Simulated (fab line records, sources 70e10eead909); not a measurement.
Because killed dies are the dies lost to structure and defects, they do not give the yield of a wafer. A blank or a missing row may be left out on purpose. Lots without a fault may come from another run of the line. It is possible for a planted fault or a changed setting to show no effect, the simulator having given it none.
One fault seen from 2 desks -- flow nand-harc -- numbers are kept per desk, each desk with only its own; the story behind them comes last

TOOL OWNER'S DESK, cmp-02
The tool's own readings at NHARC_P_BONDPAD_CMP_32 (polishes SiCN, target thk 200 nm): means of the sampled wafers that have a number, for each lot that ran on this tool. Any lot whose mean is over 4 standard deviations away from the usual mean is out of limits and marked OUT; that distance is given in the brackets.
Columns: A = motor-current-A at NHARC_P_BONDPAD_CMP_32, usual 12.6 A
lot,first seen here,A
L595,day 8 06:36,12.8
L598,day 9 11:18,13.1
L599,day 9 18:38,12.2
L607,day 13 04:19,12.8
L606,day 13 05:53,12.0
L608,day 13 16:38,12.5
L611,day 14 17:32,12.8
L614,day 16 00:48,12.8
This desk found nothing out of limits on any of the 8 lots.

THE METROLOGY DESK
What the gauges read for every lot (on any tool): the sampled wafers with a number, averaged. Any lot whose mean is over 4 standard deviations away from the usual mean is out of limits and marked OUT; that distance is given in the brackets.
Columns: A = cd-nm at NHARC_THIN_TSV_CD_MEAS_16, usual 999.8 nm; B = cd-nm at NHARC_THIN_TSV_CD_MEAS_33, usual 5000.2 nm
lot,first seen here,A,B
L593,day 24 09:47,997.9,5002.7
L594,day 24 10:47,1000.2,5000.9
L591,day 24 12:13,998.8,5002.1
L595,day 25 05:08,998.6,5000.1
L599,day 26 22:54,999.3,4997.9
L598,day 27 00:07,997.8,5000.6
L601,day 29 00:43,1000.9,5003.3
L607,day 30 13:55,1000.9,4999.8
L608,day 30 19:25,998.9,4999.6
L606,day 30 21:43,999.2,5000.2
L611,day 31 18:29,997.9,5002.0
L612,day 32 05:58,999.0,4999.5
L614,day 33 12:26,999.6,5000.8
This desk found nothing out of limits on any of the 13 lots.

PUT TOGETHER
Nothing out of limits was seen by the tool owner's desk.
Metrology desk: nothing out of limits seen.

WHAT THE SIMULATOR HAD PUT IN
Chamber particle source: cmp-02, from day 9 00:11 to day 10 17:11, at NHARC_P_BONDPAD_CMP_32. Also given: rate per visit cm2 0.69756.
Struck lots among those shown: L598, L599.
